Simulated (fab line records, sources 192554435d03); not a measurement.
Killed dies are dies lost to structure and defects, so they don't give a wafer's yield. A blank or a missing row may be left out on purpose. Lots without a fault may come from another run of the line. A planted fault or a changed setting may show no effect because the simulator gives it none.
A struck lot beside a sound one | flow n5_finfet | 14 steps out of a route of 1938
Sound: wafers L395.2, L395.4, L395.5. Struck: wafer L404.3. (L404.2, L404.4 of the same lot were not struck and are left out.) The cause comes at the end.
At each step with rows: each side's tool, then ch and its chambers, then its first start. Under that, the readings that differ: sound wafers | struck wafers | difference of the means | sigmas: that difference in standard deviations of wafers without a fault.
alike: readings whose means differ by less than 2 such deviations, and words and numbers that are the same on both sides. not compared: withheld readings, readings that some wafer has no value for, bounds like >300 that may hide the same value, and numbers for which the record gives no deviation and whose values overlap.
The two part at a step that has a row with sigmas, a row that says differs or no value, or rows on one side only. Numbers that don't overlap but have no deviation are shown without sigmas and don't part them. A reading that every wafer of one side lacks parts them only if that side has two wafers or more.

first, 3 steps without rows for these wafers: N5_BEOL_M8_EXPOSE_25 (exposes mask V7, target cd 40 nm); N5_BEOL_M8_PEB_26 (peb time 60 s); N5_BEOL_M8_DEVELOP_27 (develop time 30 s).
N5_BEOL_M8_CD_MEAS_28: target cd 40 nm.
  sound on cd_sem-01 ch 0, day 9 16:16; struck on cd_sem-01 ch 0, day 11 19:40
  alike: cd_nm
N5_BEOL_M8_OVL_MEAS_29:
  sound on overlay-02 ch 0, day 9 16:17; struck on overlay-02 ch 0, day 11 19:42
  alike: V7_OVL
N5_BEOL_M8_INSPECT_30: inspects for defects (brightfield).
  sound on defect_inspect-02, day 9 16:20; struck on defect_inspect-01, day 11 19:45
  alike: raw_defect_count
N5_BEOL_M8_DESCUM_33: chemistry O2, time 7 s.
  sound on rie_diel-01 ch 0,2,3, day 9 17:09; struck on rie_diel-01 ch 3, day 11 19:47
  alike: bias_power_w, drypump_motor_current_A, oes_product_au, rf_vpp_V, showerhead_plenum_p_Torr, throttle_valve_pct
  not compared: rf_hours_counter_h
N5_BEOL_M8_ETCH_72: etches underlayer in N2/H2, target depth 6.5 nm, time 5.2 s.
  sound on rie_diel-01 ch 0,2,3, day 9 17:11; struck on rie_diel-01 ch 3, day 11 19:49
  alike: drypump_motor_current_A, etch_rf_on_time_s, oes_product_au, rf_fwd_power_W, rf_vpp_V, showerhead_plenum_p_Torr, throttle_valve_pct
  not compared: rf_hours_counter_h
N5_BEOL_M8_ETCH_65: etches SiARC in CF4, target depth 15.6 nm, time 26 s.
  sound on rie_diel-01 ch 0,2,3, day 9 17:12; struck on rie_diel-01 ch 3, day 11 19:50
  alike: drypump_motor_current_A, etch_rf_on_time_s, oes_product_au, rf_fwd_power_W, rf_vpp_V, showerhead_plenum_p_Torr, throttle_valve_pct
  not compared: rf_hours_counter_h
N5_BEOL_M8_ETCH_66: etches SOC in N2/H2, target depth 80 nm, overetch 16 nm, time 120 s.
  sound on rie_diel-01 ch 0,2,3, day 9 17:14; struck on rie_diel-01 ch 3, day 11 19:52
  reading            | sound             | struck | difference | sigmas
  rf_fwd_power_W (W) | 837.0 831.0 833.2 | 839.2  | +5.5       | +2
  alike: drypump_motor_current_A, oes_product_au, rf_vpp_V, showerhead_plenum_p_Torr, throttle_valve_pct
  not compared: rf_hours_counter_h
then, 2 steps without rows for these wafers: N5_BEOL_M8_STRIP_69 (strips in N2/H2); N5_BEOL_M8_STRIP_73 (strips in N2/H2).
N5_BEOL_M8_VIA_ETCH_34: etches SiCOH lowk in C4F6/O2, target depth 125.5 nm, time 50.5 s.
  sound on rie_diel-01 ch 0,2,3, day 9 17:20; struck on rie_diel-01 ch 3, day 11 19:58
  reading                                  | sound             | struck | difference | sigmas
  oes_f_703_au (a.u.)                      | 0.68 0.82 0.80    | 1.02   | +0.25      | +3
  rf_fwd_power_W (W)                       | 340.6 343.4 338.9 | 423.9  | +82.9      | +59
  rf_vpp_V (V)                             | 666 681 671       | 610    | -63        | -6
  model.etch.depth_nm (nm)                 | 124.3 127.7 126.7 | 138.4  | +12.2      |
  model.SOC_of_BEOL_M8_COAT_63.thk_nm (nm) | 54.2 53.8 53.8    | 53.6   | -0.3       |
  alike: drypump_motor_current_A, oes_product_au, showerhead_plenum_p_Torr, throttle_valve_pct
  not compared: rf_hours_counter_h
then, 1 step without rows for these wafers: N5_BEOL_M8_STRIP_76 (strips in C4F6/O2).

WHERE THEY PART
First at N5_BEOL_M8_ETCH_66; last, within this record, at N5_BEOL_M8_VIA_ETCH_34.

WHY: what the simulator had put in
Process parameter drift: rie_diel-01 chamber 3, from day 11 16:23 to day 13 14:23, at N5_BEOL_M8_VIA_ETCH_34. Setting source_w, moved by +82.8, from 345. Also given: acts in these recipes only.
